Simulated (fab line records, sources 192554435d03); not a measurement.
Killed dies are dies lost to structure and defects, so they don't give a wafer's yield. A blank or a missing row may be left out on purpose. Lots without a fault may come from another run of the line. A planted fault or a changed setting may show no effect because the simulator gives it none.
Which tool did it? | flow n5_finfet | 24 lots, 72 wafers sampled, at 6 steps of a route of 1938

WHAT THE GAUGES READ, wafer by wafer
N5_FIN_SAQP_THK_MEAS_07. Usual: thk_nm 59.9 nm, standard deviation 0.74.
lot  | measured    | on            | thk_nm (nm)    | flag
L074 | day 1 21:54 | film_metro-01 | 59.5 59.7 59.9 |
L075 | day 2 04:38 | film_metro-01 | 59.5 60.0 59.9 |
L076 | day 2 09:50 | film_metro-01 | 59.5 60.1 60.1 |
L077 | day 2 15:46 | film_metro-01 | 59.4 59.7 60.3 |
L078 | day 2 21:56 | film_metro-02 | 59.3 60.0 61.1 |
L079 | day 3 05:14 | film_metro-02 | 58.7 61.3 59.7 |
L080 | day 3 09:22 | film_metro-02 | 58.8 59.0 60.5 |
L081 | day 3 15:42 | film_metro-01 | 58.2 61.1 59.9 |
L082 | day 3 21:10 | film_metro-01 | 60.2 60.3 60.7 |
L083 | day 4 03:36 | film_metro-02 | 59.2 60.4 60.1 |
L084 | day 4 08:34 | film_metro-01 | 59.7 60.1 59.5 |
L085 | day 4 14:49 | film_metro-01 | 58.7 60.7 60.8 |
L086 | day 4 20:52 | film_metro-01 | 58.4 60.5 59.9 |
L087 | day 5 02:44 | film_metro-01 | 60.0 59.8 60.1 |
L088 | day 5 08:42 | film_metro-01 | 58.4 60.1 60.3 |
L089 | day 5 15:38 | film_metro-01 | 58.1 59.3 59.2 |
L090 | day 5 21:58 | film_metro-01 | 59.0 59.3 60.4 |
L091 | day 6 03:56 | film_metro-02 | 59.6 60.7 60.3 |
L092 | day 6 09:38 | film_metro-01 | 60.1 60.4 61.8 |
L093 | day 6 15:31 | film_metro-01 | 59.7 60.4 60.4 |
L094 | day 6 20:56 | film_metro-01 | 59.4 59.4 60.9 |
L095 | day 7 02:57 | film_metro-01 | 59.2 59.0 59.5 |
L096 | day 7 09:55 | film_metro-01 | 60.5 60.7 62.2 |
L097 | day 7 17:12 | film_metro-02 | 60.0 59.6 60.9 |

N5_STI_FIN_REVEAL_THK_MEAS_05. Usual: thk_nm 132.1 nm, standard deviation 1.
lot  | measured    | on            | thk_nm (nm)       | flag
L074 | day 2 10:17 | film_metro-02 | 133.9 132.7 132.2 |
L075 | day 2 17:01 | film_metro-02 | 132.1 131.9 131.6 |
L076 | day 2 22:51 | film_metro-02 | 131.0 130.1 129.8 |
L077 | day 3 05:24 | film_metro-02 | 131.9 131.6 132.6 |
L078 | day 3 10:01 | film_metro-02 | 132.6 131.2 132.4 |
L079 | day 3 16:54 | film_metro-02 | 131.3 133.8 132.7 |
L080 | day 3 21:05 | film_metro-01 | 131.7 131.9 132.1 |
L081 | day 4 03:18 | film_metro-01 | 132.6 131.5 131.4 |
L082 | day 4 10:22 | film_metro-01 | 132.7 131.7 131.8 |
L083 | day 4 15:25 | film_metro-01 | 130.3 132.1 131.7 |
L084 | day 4 22:30 | film_metro-01 | 134.1 132.4 131.6 |
L085 | day 5 05:07 | film_metro-01 | 133.0 131.6 132.6 |
L086 | day 5 10:16 | film_metro-02 | 132.0 132.6 131.9 |
L087 | day 5 15:05 | film_metro-02 | 134.0 132.9 134.5 |
L088 | day 5 22:03 | film_metro-01 | 132.8 133.8 132.0 |
L089 | day 6 03:23 | film_metro-01 | 130.8 132.1 131.7 |
L090 | day 6 11:10 | film_metro-01 | 131.8 131.0 130.8 |
L091 | day 7 19:30 | film_metro-01 | 132.5 134.9 133.6 |
L092 | day 7 21:46 | film_metro-02 | 131.6 131.1 133.6 |
L093 | day 7 21:46 | film_metro-01 | 132.1 130.6 133.3 |
L094 | day 7 23:39 | film_metro-01 | 131.2 131.0 131.5 |
L095 | day 7 23:39 | film_metro-02 | 133.5 133.8 131.8 |
L096 | day 8 01:54 | film_metro-01 | 131.9 132.4 133.3 |
L097 | day 8 06:48 | film_metro-02 | 130.8 130.4 131.4 |

N5_SD_EPI_N_OVL_MEAS_10. Usual: SD_N_BLK_OVL 0.0 nm, standard deviation 0.84.
lot  | measured    | on         | SD_N_BLK_OVL (nm) | flag
L074 | day 3 01:05 | overlay-01 | -2.4 -0.9 -0.1    |
L075 | day 3 07:31 | overlay-01 | 0.3 -0.8 -1.0     |
L076 | day 3 13:01 | overlay-01 | 1.1 -0.4 0.8      |
L077 | day 3 20:40 | overlay-02 | 0.1 1.2 -0.9      |
L078 | day 4 00:19 | overlay-02 | -1.1 -1.8 -0.4    |
L079 | day 4 07:28 | overlay-01 | 0.5 -0.2 -0.4     |
L080 | day 4 12:16 | overlay-01 | 0.3 0.2 0.9       |
L081 | day 4 19:55 | overlay-02 | 0.2 1.2 0.7       |
L082 | day 5 00:59 | overlay-02 | 1.1 0.7 1.1       |
L083 | day 5 06:13 | overlay-01 | -0.5 -0.3 -0.1    |
L084 | day 5 13:43 | overlay-02 | 0.0 0.1 -0.1      |
L085 | day 5 20:16 | overlay-02 | -0.1 1.5 0.2      |
L086 | day 6 02:50 | overlay-01 | -1.0 -0.1 -0.8    |
L087 | day 6 05:36 | overlay-02 | 0.8 0.5 0.8       |
L088 | day 6 13:19 | overlay-01 | 0.2 0.6 0.2       |
L089 | day 6 17:55 | overlay-01 | 0.4 0.0 0.8       |
L090 | day 7 01:52 | overlay-02 | 0.7 1.1 1.6       |
L091 | day 8 10:10 | overlay-02 | -1.5 -0.9 -1.5    |
L092 | day 8 20:36 | overlay-02 | -0.7 -0.5 0.1     |
L093 | day 8 13:57 | overlay-01 | 0.1 -1.0 0.1      |
L094 | day 8 19:24 | overlay-01 | 0.6 1.5 0.3       |
L095 | day 8 20:04 | overlay-01 | -0.7 -0.3 -0.1    |
L096 | day 8 23:34 | overlay-02 | 0.5 -0.9 -0.1     |
L097 | day 9 03:43 | overlay-01 | 1.5 0.4 1.3       |

WHICH TOOL RAN EACH LOT (tool, then ch and the chambers of the sampled wafers, then the start)
lot  | N5_FIN_SAQP_MANDREL_ETCH_58     | N5_FIN_CUT_ETCH_30                | N5_STI_FIN_REVEAL_CMP_04
L074 | rie_si-04 ch 0,2,3, day 2 01:08 | rie_diel-02 ch 2,3, day 2 03:40   | cmp-01 ch 0,1,2, day 2 10:02
L075 | rie_si-05 ch 0,3, day 2 07:19   | rie_diel-01 ch 2,3, day 2 10:06   | cmp-01 ch 0,1,2, day 2 16:47
L076 | rie_si-01 ch 0,1,2, day 2 13:18 | rie_diel-03 ch 2,3, day 2 15:56   | cmp-02 ch 0,1, day 2 22:35
L077 | rie_si-01 ch 0,1,3, day 2 18:49 | rie_diel-02 ch 0,1,3, day 2 21:22 | cmp-02 ch 1,2, day 3 05:07
L078 | rie_si-04 ch 0,1,2, day 3 00:43 | rie_diel-02 ch 1,3, day 3 03:16   | cmp-02 ch 2,3, day 3 09:44
L079 | rie_si-05 ch 2,3, day 3 08:08   | rie_diel-03 ch 0,1,2, day 3 10:32 | cmp-01 ch 0,2,3, day 3 16:41
L080 | rie_si-01 ch 0,3, day 3 12:14   | rie_diel-03 ch 2,3, day 3 14:47   | cmp-01 ch 0,3, day 3 20:49
L081 | rie_si-01 ch 0,2,3, day 3 18:32 | rie_diel-02 ch 0,3, day 3 21:01   | cmp-01 ch 0,1, day 4 03:03
L082 | rie_si-01 ch 1,2,3, day 4 00:18 | rie_diel-01 ch 0,2,3, day 4 04:03 | cmp-04 ch 0,1, day 4 10:05
L083 | rie_si-01 ch 0,1,3, day 4 06:19 | rie_diel-02 ch 1,2, day 4 08:43   | cmp-04 ch 0,3, day 4 15:10
L084 | rie_si-04 ch 0,2,3, day 4 11:40 | rie_diel-03 ch 0,1,2, day 4 14:53 | cmp-01 ch 1,2, day 4 22:13
L085 | rie_si-05 ch 0,2,3, day 4 18:15 | rie_diel-02 ch 1,2,3, day 4 21:14 | cmp-02 ch 2,3, day 5 04:52
L086 | rie_si-04 ch 0,2, day 5 00:20   | rie_diel-01 ch 0,2, day 5 02:52   | cmp-04 ch 0,1,2, day 5 10:01
L087 | rie_si-04 ch 0,2,3, day 5 05:59 | rie_diel-03 ch 0,2,3, day 5 08:31 | cmp-02 ch 0,2,3, day 5 14:50
L088 | rie_si-04 ch 0,2,3, day 5 12:51 | rie_diel-03 ch 0,1,2, day 5 15:43 | cmp-02 ch 0,1,2, day 5 21:48
L089 | rie_si-01 ch 0,1,2, day 5 18:17 | rie_diel-03 ch 0,1,2, day 5 21:05 | cmp-01 ch 0,2,3, day 6 03:05
L090 | rie_si-04 ch 0,1,2, day 6 01:25 | rie_diel-01 ch 1,2, day 6 04:02   | cmp-04 ch 1,2,3, day 6 10:52
L091 | rie_si-04 ch 0,2,3, day 6 07:41 | rie_diel-02 ch 0,2,3, day 6 10:20 | cmp-01 ch 1,2,3, day 7 19:14
L092 | rie_si-01 ch 0,1, day 6 13:04   | rie_diel-02 ch 0,1, day 6 16:09   | cmp-02 ch 0,3, day 7 21:31
L093 | rie_si-05 ch 0,1,3, day 6 19:32 | rie_diel-02 ch 1,2, day 6 22:20   | cmp-01 ch 1,2, day 7 21:28
L094 | rie_si-01 ch 0,1,3, day 6 23:43 | rie_diel-03 ch 0,3, day 7 02:49   | cmp-04 ch 1,2, day 7 23:23
L095 | rie_si-05 ch 0,2,3, day 7 06:01 | rie_diel-01 ch 0,2,3, day 7 08:42 | cmp-02 ch 1,2,3, day 7 23:23
L096 | rie_si-05 ch 1,2,3, day 7 12:52 | rie_diel-01 ch 0,2, day 7 15:16   | cmp-01 ch 0,1,2, day 8 01:38
L097 | rie_si-04 ch 1,2,3, day 7 21:03 | rie_diel-01 ch 0,1,2, day 7 23:41 | cmp-04 ch 0,1,2, day 8 06:31
- N5_FIN_SAQP_MANDREL_ETCH_58: etches a-Si in HBr/Cl2, stops on SiNx, target depth 45 nm, bt time 10 s, time 27 s.
- N5_FIN_CUT_ETCH_30: etches underlayer in N2/H2, target depth 13 nm, time 10.4 s.
- N5_STI_FIN_REVEAL_CMP_04: polishes, stops on Si3N4, t overpolish 4 s, target thk 131.83 nm.

WHAT THE TOOLS THEMSELVES READ (means of the sampled wafers that have a number; where no wafer has one, the mark that the record gives instead)
N5_FIN_SAQP_MANDREL_ETCH_58. Usual: drypump_motor_current_A 5.9 A, standard deviation 0.34; oes_product_au 0.696 a.u., standard deviation 0.012; throttle_valve_pct 35.61 %, standard deviation 0.29.
lot  | tool      | drypump_motor_current_A (A) | oes_product_au (a.u.) | throttle_valve_pct (%) | flag
L074 | rie_si-04 | 5.8                         | 0.695                 | 35.51                  |
L075 | rie_si-05 | 6.6                         | 0.694                 | 36.01                  |
L076 | rie_si-01 | 5.7                         | 0.694                 | 35.60                  |
L077 | rie_si-01 | 5.8                         | 0.696                 | 35.76                  |
L078 | rie_si-04 | 5.7                         | 0.696                 | 35.65                  |
L079 | rie_si-05 | 6.5                         | 0.709                 | 35.43                  |
L080 | rie_si-01 | 5.9                         | 0.692                 | 35.70                  |
L081 | rie_si-01 | 5.8                         | 0.688                 | 35.52                  |
L082 | rie_si-01 | 5.9                         | 0.680                 | 35.71                  |
L083 | rie_si-01 | 5.8                         | 0.692                 | 35.76                  |
L084 | rie_si-04 | 5.8                         | 0.697                 | 35.50                  |
L085 | rie_si-05 | 6.5                         | 0.702                 | 35.63                  |
L086 | rie_si-04 | 5.6                         | 0.702                 | 35.54                  |
L087 | rie_si-04 | 5.8                         | 0.698                 | 35.52                  |
L088 | rie_si-04 | 5.8                         | 0.696                 | 35.52                  |
L089 | rie_si-01 | 5.7                         | 0.686                 | 35.58                  |
L090 | rie_si-04 | 5.7                         | 0.699                 | 35.66                  |
L091 | rie_si-04 | 5.8                         | 0.703                 | 35.51                  |
L092 | rie_si-01 | 5.8                         | 0.704                 | 35.80                  |
L093 | rie_si-05 | 6.3                         | 0.699                 | 35.82                  |
L094 | rie_si-01 | 5.8                         | 0.690                 | 35.77                  |
L095 | rie_si-05 | 6.6                         | 0.698                 | 35.73                  |
L096 | rie_si-05 | 6.3                         | 0.714                 | 35.43                  |
L097 | rie_si-04 | 5.8                         | 0.696                 | 35.52                  |

N5_FIN_CUT_ETCH_30. Usual: drypump_motor_current_A 5.8 A, standard deviation 0.51; etch_rf_on_time_s 10.39 s, standard deviation 0.23; oes_product_au 0.66 a.u., standard deviation 0.076; rf_vpp_V 523.7 V, standard deviation 2.3; showerhead_plenum_p_Torr 2.54 Torr, standard deviation 0.078; throttle_valve_pct 17.83 %, standard deviation 0.26.
lot  | tool        | drypump_motor_current_A (A) | etch_rf_on_time_s (s) | oes_product_au (a.u.) | rf_vpp_V (V) | showerhead_plenum_p_Torr (Torr) | throttle_valve_pct (%) | flag
L074 | rie_diel-02 | 6.3                         | 10.58                 | 0.61                  | 521.5        | 2.46                            | 18.05                  |
L075 | rie_diel-01 | 5.5                         | 10.38                 | 0.60                  | 523.6        | 2.54                            | 17.79                  |
L076 | rie_diel-03 | 6.3                         | 10.36                 | 0.62                  | 525.9        | 2.60                            | 17.76                  |
L077 | rie_diel-02 | 5.7                         | 10.49                 | 0.62                  | 521.0        | 2.46                            | 18.03                  |
L078 | rie_diel-02 | 5.9                         | 10.45                 | 0.62                  | 520.4        | 2.44                            | 18.07                  |
L079 | rie_diel-03 | 5.6                         | 10.36                 | 0.67                  | 526.5        | 2.59                            | 17.81                  |
L080 | rie_diel-03 | 6.3                         | 10.40                 | 0.61                  | 526.0        | 2.60                            | 17.76                  |
L081 | rie_diel-02 | 6.0                         | 10.51                 | 0.60                  | 522.0        | 2.46                            | 17.99                  |
L082 | rie_diel-01 | 5.9                         | 10.46                 | 0.71                  | 524.4        | 2.57                            | 17.65                  |
L083 | rie_diel-02 | 6.0                         | 10.71                 | 0.61                  | 522.8        | 2.48                            | 18.12                  |
L084 | rie_diel-03 | 5.6                         | 10.36                 | 0.67                  | 525.0        | 2.59                            | 17.82                  |
L085 | rie_diel-02 | 5.9                         | 10.66                 | 0.60                  | 521.0        | 2.45                            | 18.13                  |
L086 | rie_diel-01 | 5.9                         | 10.38                 | 0.77                  | 525.9        | 2.60                            | 17.69                  |
L087 | rie_diel-03 | 5.8                         | 10.39                 | 0.64                  | 524.9        | 2.57                            | 17.69                  |
L088 | rie_diel-03 | 5.6                         | 10.35                 | 0.66                  | 524.4        | 2.59                            | 17.83                  |
L089 | rie_diel-03 | 5.6                         | 10.23                 | 0.66                  | 523.6        | 2.59                            | 17.84                  |
L090 | rie_diel-01 | 5.8                         | 9.94                  | 0.80                  | 527.2        | 2.68                            | 17.47                  |
L091 | rie_diel-02 | 6.1                         | 10.55                 | 0.67                  | 520.8        | 2.47                            | 17.93                  |
L092 | rie_diel-02 | 5.3                         | 10.53                 | 0.68                  | 521.4        | 2.44                            | 17.95                  |
L093 | rie_diel-02 | 6.1                         | 10.92                 | 0.59                  | 521.7        | 2.47                            | 18.16                  |
L094 | rie_diel-03 | 6.0                         | 10.11                 | 0.77                  | 524.3        | 2.58                            | 17.52                  |
L095 | rie_diel-01 | 5.9                         | 10.33                 | 0.68                  | 523.9        | 2.56                            | 17.69                  |
L096 | rie_diel-01 | 6.0                         | 10.23                 | 0.74                  | 524.6        | 2.60                            | 17.72                  |
L097 | rie_diel-01 | 5.9                         | 10.22                 | 0.75                  | 526.0        | 2.63                            | 17.58                  |

N5_STI_FIN_REVEAL_CMP_04. Usual: motor_current_A 8.0 A, standard deviation 0.75; overpolish_run_s 3.999 s, standard deviation 0.0092; slurry_flow_ml_min 150.0, standard deviation 0.46; time_to_endpoint_s 103 s, standard deviation 4.1.
lot  | tool   | motor_current_A (A) | overpolish_run_s (s) | slurry_flow_ml_min | time_to_endpoint_s (s) | flag
L074 | cmp-01 | 7.2                 | 4.001                | 149.8              | 99                     |
L075 | cmp-01 | 7.5                 | 4.008                | 150.2              | 101                    |
L076 | cmp-02 | 7.8                 | 4.006                | 149.5              | 98                     |
L077 | cmp-02 | 7.8                 | 4.002                | 150.4              | 99                     |
L078 | cmp-02 | 8.1                 | 4.001                | 150.4              | 106                    |
L079 | cmp-01 | 7.4                 | 3.993                | 149.9              | 101                    |
L080 | cmp-01 | 7.8                 | 4.005                | 149.4              | 106                    |
L081 | cmp-01 | 7.3                 | 3.998                | 149.8              | 106                    |
L082 | cmp-04 | 8.5                 | 3.997                | 150.1              | 103                    |
L083 | cmp-04 | 7.7                 | 3.996                | 149.9              | 101                    |
L084 | cmp-01 | 7.4                 | 3.998                | 149.7              | 106                    |
L085 | cmp-02 | 8.0                 | 4.001                | 150.3              | 107                    |
L086 | cmp-04 | 8.6                 | 3.998                | 150.1              | 103                    |
L087 | cmp-02 | 8.4                 | 3.993                | 149.7              | 106                    |
L088 | cmp-02 | 8.4                 | 4.004                | 150.1              | 105                    |
L089 | cmp-01 | 7.3                 | 3.998                | 149.8              | 106                    |
L090 | cmp-04 | 9.0                 | 4.012                | 150.2              | 100                    |
L091 | cmp-01 | 7.6                 | 4.003                | 150.1              | 107                    |
L092 | cmp-02 | 8.3                 | 3.997                | 149.8              | 106                    |
L093 | cmp-01 | 7.7                 | 4.002                | 149.7              | 107                    |
L094 | cmp-04 | 9.2                 | 4.008                | 149.9              | 96                     |
L095 | cmp-02 | 7.8                 | 3.999                | 149.8              | 108                    |
L096 | cmp-01 | 7.3                 | 3.995                | 150.0              | 107                    |
L097 | cmp-04 | 8.7                 | 3.999                | 150.0              | 99                     |

THE ANSWER, worked out from the rows above alone
Rule: a lot is off if the mean of its wafers that have a number lies more than 3 standard deviations from the usual mean. A lot without any number at a reading at which 4 lots or more have one is off too. The other lots that the step has rows for count as sound. The gauges are gone through in route order, then the tools' own readings, and for those a lot's mean is taken as printed above. The first step at which some lot is off is used, and at that step the reading that is off furthest; a lot without a number counts as furthest.
No lot is off at any reading shown: from this, nothing can be told.

WHAT THE SIMULATOR HAD PUT IN
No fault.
